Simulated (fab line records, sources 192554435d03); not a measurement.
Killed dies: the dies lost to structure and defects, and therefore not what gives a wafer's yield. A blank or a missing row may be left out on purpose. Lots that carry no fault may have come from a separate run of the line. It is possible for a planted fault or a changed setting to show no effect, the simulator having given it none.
Split-lot experiment + flow n5-finfet + route with 1938 steps; 7 lots, 21 wafers read

== ON THE SPLIT ==
At N5_SD_EPI_N_ETCH_45 (etches SiOCN in CH3F/O2, target depth 6 nm), the setting target-depth-a was moved away from the recipe's 60 angstrom on 8 of the 21 wafers read, by -11.2% to +10.1%. The other wafers ran this setting at the recipe's value.

The split's own step is where the reading is taken.

== THE READING ==
etch.depth-nm (the simulator's own value, which no gauge read), in nm, at N5_SD_EPI_N_ETCH_45 (etches SiOCN in CH3F/O2, target depth 6 nm). No usual value for it is given in the file. Here, 13 wafers ran the recipe; their average is 5.914 nm with a standard deviation of 0.12 nm.

| wafer  | tool, chamber at the split | target-depth-a as run, angstrom | against the recipe | etch.depth-nm, nm | against lot-mates on the recipe |
|--------|----------------------------|---------------------------------|--------------------|-------------------|---------------------------------|
| L081.2 | rie-diel-05, 3             | 53.28                           | -11.2%             | 5.129             | -0.748                          |
| L081.4 | rie-diel-05, 0             | 53.28                           | -11.2%             | 5.153             | -0.724                          |
| L081.5 | rie-diel-05, 3             | 60                              | recipe             | 5.877             | -                               |
| L082.1 | rie-diel-02, 3             | 66.03                           | +10.1%             | 6.783             | +0.787                          |
| L082.4 | rie-diel-02, 2             | 60                              | recipe             | 5.996             | -                               |
| L082.5 | rie-diel-02, 0             | 66.03                           | +10.1%             | 6.881             | +0.885                          |
| L084.3 | rie-diel-06, 1             | 60                              | recipe             | 5.909             | -                               |
| L084.5 | rie-diel-06, 0             | 63.78                           | +6.3%              | 6.43              | +0.525                          |
| L084.6 | rie-diel-06, 1             | 60                              | recipe             | 5.9               | -                               |
| L088.1 | rie-diel-06, 3             | 60                              | recipe             | 5.735             | -                               |
| L088.2 | rie-diel-06, 2             | 62.81                           | +4.7%              | 6.221             | +0.306                          |
| L088.5 | rie-diel-06, 0             | 60                              | recipe             | 6.096             | -                               |
| L090.1 | rie-diel-05, 2             | 60                              | recipe             | 5.823             | -                               |
| L090.2 | rie-diel-05, 3             | 60                              | recipe             | 5.792             | -                               |
| L090.6 | rie-diel-05, 0             | 60                              | recipe             | 5.814             | -                               |
| L096.1 | rie-diel-05, 0             | 65.92                           | +9.9%              | 6.34              | +0.565                          |
| L096.2 | rie-diel-05, 3             | 65.92                           | +9.9%              | 6.412             | +0.637                          |
| L096.5 | rie-diel-05, 0             | 60                              | recipe             | 5.775             | -                               |
| L097.3 | rie-diel-02, 0             | 60                              | recipe             | 6.133             | -                               |
| L097.4 | rie-diel-02, 2             | 60                              | recipe             | 5.988             | -                               |
| L097.6 | rie-diel-02, 3             | 60                              | recipe             | 6.046             | -                               |

THE FIT
A straight line over all 21 wafers: etch.depth-nm changes by +0.0698 nm for each +1% of target-depth-a; r = +0.94; the points scatter about the line by 0.15 nm.
The same after taking each lot's own level away (the mean of its wafers on the recipe; 21 wafers): +0.0699 nm for each +1%; r = +0.98; scatter 0.087 nm.
Per that fit: largest target-depth-a move, reading shift of 0.78 nm.
Across the lots, their own levels run from 5.7750 to 6.0557 nm, a range of 2.3 times the standard deviation given above.
Consequently the slope shifts little with the lot-to-lot level, the two slopes agreeing.
Check: with one of the wafers moved furthest among these (-11.2%) left out of the fit, the line predicts -0.78 nm for it against its lot-mates. Against them it came out at -0.748 nm.

== ADDITIONAL SPLITS CARRIED BY THESE WAFERS ==
Note: prior to the reading, these wafers also went through further splits. Each is held against what the fit with the lots' levels taken away leaves over:
| other split on the same wafers            | wafers away from the commonest value | r with etch.depth-nm (lot level and that fit taken away) |
|-------------------------------------------|--------------------------------------|----------------------------------------------------------|
| N5_WELL_APT_COAT_02 spin-rpm              | 4                                    | -0.29                                                    |
| N5_PMOS_HMC_CHANNEL_EPI_EXPOSE_06 dose-mj | 7                                    | -0.10                                                    |
| N5_PMOS_HMC_CHANNEL_EPI_PEB_07 peb-time-s | 5                                    | +0.26                                                    |
| N5_FIN_SAQP_ETCH_64 bias-w                | 10                                   | -0.50                                                    |
| N5_FIN_CUT_EXPOSE_05 dose-mj              | 10                                   | +0.50                                                    |
| N5_DUMMY_GATE_ETCH_31 target-depth-a      | 10                                   | +0.32                                                    |

== FILE'S OWN FIT ==
etch.depth-nm changes by +0.0708 nm for each +1% of target-depth-a, r = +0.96.
